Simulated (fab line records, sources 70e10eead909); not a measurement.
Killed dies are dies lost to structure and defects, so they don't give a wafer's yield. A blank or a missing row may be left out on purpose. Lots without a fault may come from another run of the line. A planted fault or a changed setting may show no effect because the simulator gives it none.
A struck lot beside a sound one | flow nand_harc | 14 steps out of a route of 1159
Sound: wafers L984.3, L984.4, L984.6. Struck: wafer L993.2. (L993.3 of the same lot was not struck and is left out.) The cause comes at the end.
At each step with rows: each side's tool, then ch and its chambers, then its first start. Under that, the readings that differ: sound wafers | struck wafers | difference of the means | sigmas: that difference in standard deviations of wafers without a fault.
alike: readings whose means differ by less than 2 such deviations, and words and numbers that are the same on both sides. not compared: withheld readings, readings that some wafer has no value for, bounds like >300 that may hide the same value, and numbers for which the record gives no deviation and whose values overlap.
The two part at a step that has a row with sigmas, a row that says differs or no value, or rows on one side only. Numbers that don't overlap but have no deviation are shown without sigmas and don't part them. A reading that every wafer of one side lacks parts them only if that side has two wafers or more.

first, 5 steps without rows for these wafers: NHARC_A_CHANNEL_HOLE_D1_SOFTBAKE_05 (time 55 s); NHARC_A_CHANNEL_HOLE_D1_EBR_06; NHARC_A_CHANNEL_HOLE_D1_EXPOSE_07 (exposes mask HOLE D1, target cd 100 nm); NHARC_A_CHANNEL_HOLE_D1_PEB_08 (peb time 65 s); NHARC_A_CHANNEL_HOLE_D1_DEVELOP_09 (develop time 35 s).
NHARC_A_CHANNEL_HOLE_D1_CD_MEAS_10: target cd 100 nm.
  sound on cd_sem-02 ch 0, day 9 00:21; struck on cd_sem-03 ch 0, day 11 15:42
  reading    | sound             | struck | difference | sigmas
  cd_nm (nm) | 100.2 100.7 100.8 | 99.8   | -0.8       | -2
NHARC_A_CHANNEL_HOLE_D1_OVL_MEAS_11:
  sound on overlay-02, day 9 00:26; struck on overlay-01, day 11 15:47
  reading           | sound       | struck | difference | sigmas
  overlay_y_nm (nm) | 1.9 2.0 1.8 | -1.6   | -3.5       | -4
  alike: overlay_x_nm
NHARC_A_CHANNEL_HOLE_D1_INSPECT_12:
  sound on defect_inspect-01, day 9 00:28; struck on defect_inspect-02, day 11 15:49
  alike: raw_defect_count
NHARC_A_CHANNEL_HOLE_D1_DESCUM_15: chemistry O2, time 3 s.
  sound on rie_diel-03 ch 0,2,3, day 9 00:32; struck on rie_diel-07 ch 0, day 11 15:53
  reading               | sound             | struck | difference | sigmas
  oes_product_au (a.u.) | 0.990 0.988 0.999 | 1.017  | +0.025     | +3
  alike: drypump_motor_current_A, rf_vpp_V, showerhead_plenum_p_Torr, throttle_valve_pct
  not compared: rf_hours_counter_h
NHARC_A_CHANNEL_HOLE_D1_ETCH_38: etches the open film in CF4, target depth 39 nm, time 65 s.
  sound on rie_diel-03 ch 0,2, day 9 00:37; struck on rie_diel-07 ch 2, day 11 15:59
  reading      | sound             | struck | difference | sigmas
  rf_vpp_V (V) | 150.1 150.2 149.8 | 153.7  | +3.7       | +3
  alike: cf4_flow_sccm, drypump_motor_current_A, oes_product_au, run_length_s, showerhead_plenum_p_Torr, throttle_valve_pct
  not compared: rf_hours_counter_h
NHARC_A_CHANNEL_HOLE_D1_ETCH_39: etches the open film in N2/H2, target depth 260 nm, time 325 s.
  sound on rie_diel-03 ch 0,1; struck on rie_diel-07 ch 1
  reading                         | sound          | struck | difference | sigmas
  showerhead_plenum_p_Torr (Torr) | 2.00 1.90 2.00 | 2.15   | +0.18      | +2
  alike: drypump_motor_current_A, oes_product_au, rf_vpp_V, run_length_s, throttle_valve_pct
  not compared: rf_hours_counter_h
NHARC_A_CHANNEL_HOLE_D1_ETCH_34: etches the open film in CF4/CHF3, target depth 154 nm, time 77 s.
  sound on rie_diel-03 ch 1,2; struck on rie_diel-07 ch 1
  reading                         | sound             | struck | difference | sigmas
  oes_product_au (a.u.)           | 0.928 0.925 0.925 | 0.972  | +0.046     | +2
  rf_vpp_V (V)                    | 367.1 368.0 366.3 | 373.5  | +6.4       | +3
  showerhead_plenum_p_Torr (Torr) | 1.47 1.47 1.47    | 1.65   | +0.18      | +3
  alike: cf4_flow_sccm, chf3_flow_sccm, drypump_motor_current_A, run_length_s, throttle_valve_pct
  not compared: rf_hours_counter_h
NHARC_A_CHANNEL_HOLE_D1_ETCH_16: etches the open film in O2/COS, target depth 3100 nm, time 806 s.
  sound on rie_diel-03 ch 0,2, day 9 01:04; struck on rie_diel-07 ch 3, day 11 16:28
  reading               | sound             | struck | difference | sigmas
  oes_product_au (a.u.) | 1.001 0.990 0.992 | 1.014  | +0.020     | +2
  run_length_s (s)      | 826.7 827.1 826.6 | 612.7  | -214.1     | -99 or more
  alike: drypump_motor_current_A, rf_vpp_V, showerhead_plenum_p_Torr, throttle_valve_pct
  not compared: rf_hours_counter_h
NHARC_A_CHANNEL_HOLE_D1_CD_MEAS_18:
  sound on cd_sem-02, day 9 01:38; struck on cd_sem-03, day 11 16:59
  reading    | sound           | struck | difference | sigmas
  cd_nm (nm) | 98.2 101.1 99.2 | 96.3   | -3.2       | -2

WHERE THEY PART
First at NHARC_A_CHANNEL_HOLE_D1_CD_MEAS_10; last, within this record, at NHARC_A_CHANNEL_HOLE_D1_CD_MEAS_18.

WHY: what the simulator had put in
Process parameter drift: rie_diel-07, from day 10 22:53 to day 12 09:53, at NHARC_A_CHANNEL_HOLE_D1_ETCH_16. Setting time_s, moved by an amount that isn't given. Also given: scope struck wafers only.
